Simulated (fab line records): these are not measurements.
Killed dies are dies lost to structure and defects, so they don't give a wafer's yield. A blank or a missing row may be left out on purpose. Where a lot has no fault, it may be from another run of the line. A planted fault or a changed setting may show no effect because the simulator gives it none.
8D (eight disciplines) problem report, filled in by code | flow n5Finfet | the parts of the form that need people (team, actions taken, sign-off) are left out

## 1. THE ISSUE
Mean of spinSpeedRpm at N5_DUMMY_GATE_COAT_35: 1651.1 rpm across 6 wafers in 2 lots; on wafers with no fault it is 1500.0 rpm (standard deviation 1.1). So: +99 or more standard deviations from the usual mean.
The step: time 60 s, resist thk 10 nm.
First observed at day 8 04:47: wafer L159.2, on lithoTrack-03. The record has a number at this step for 27 wafers belonging to 9 lots. Rule for "out" (also "out of limits"): further than 4 standard deviations from the usual mean. The other wafers with a number count as sound.

## 2. WHAT IT IS, AND WHAT IT ISN'T
question                    | is                     | is not
which readings at this step | spinSpeedRpm           | -
which lots                  | L159, L161             | L138, L139, L144, L145, L147, L153, L160
which wafers of those lots  | all that have a number | -
read on which tools         | lithoTrack-03          | lithoTrack-01
when                        | from day 8 04:47       | up to then (18 sound wafers); but 3 sound wafers of L160 came after

## 3. SUSPECTS, AND WHAT RULES EACH OUT
Counting: a tool at any process step up to the reading remains a suspect when it ran all the lots that are out and ran no sound lot after the first of those.
- rieDiel-03 at N5_STI_FIN_REVEAL_STRIP_24 (strips in N2/H2, time 90 s): kept. Every lot that is out went through it, starting with L159 (day 7 17:35), and after that it ran no sound lot; the last sound lot it ran before then is L144 (day 3 22:49).
- lithoTrack-03 at N5_DUMMY_GATE_COAT_35 (time 60 s, resist thk 10 nm): kept. Every lot that is out went through it, starting with L159 (day 8 04:47), and after that it ran no sound lot; the last sound lot it ran before then is L147 (day 5 04:55). Its own readings are out on those wafers: spinSpeedRpm.
Left after counting: rieDiel-03 at N5_STI_FIN_REVEAL_STRIP_24, lithoTrack-03 at N5_DUMMY_GATE_COAT_35.

## 4. THE CAUSE (what the simulator had put in)
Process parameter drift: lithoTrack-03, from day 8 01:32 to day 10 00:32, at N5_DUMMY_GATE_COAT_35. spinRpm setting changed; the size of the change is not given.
Counting left 2 suspects, and this tool is among them.

## 5. SEQUENCE OF EFFECTS, ordered by route
Each row: a reading whose mean over the struck wafers that have a number lies more than 3 standard deviations from the usual. Scope: only readings with a usual standard deviation given in the record; hours: median across lots of the time from each lot's start at the first step in this table that gives one to its start at this step; sigmas: change in usual standard deviations.
hours | step                  | reading      | usual      | on struck wafers | change | sigmas
0     | N5_DUMMY_GATE_COAT_35 | spinSpeedRpm | 1500.0 rpm | 1651.1           | +151.1 | +99 or more
The process steps in it:
- N5_DUMMY_GATE_COAT_35: time 60 s, resist thk 10 nm.
Later steps that measure or inspect, where all struck wafers having a row at the step show a number for every such reading and not one has moved that far: N5_BEOL_M4_RC_MEAS_101.

## 6. WHAT WOULD HAVE CAUGHT IT SOONER
First out-of-limits reading in this record: day 8 04:47, which is 3 hours after fault onset at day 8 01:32.
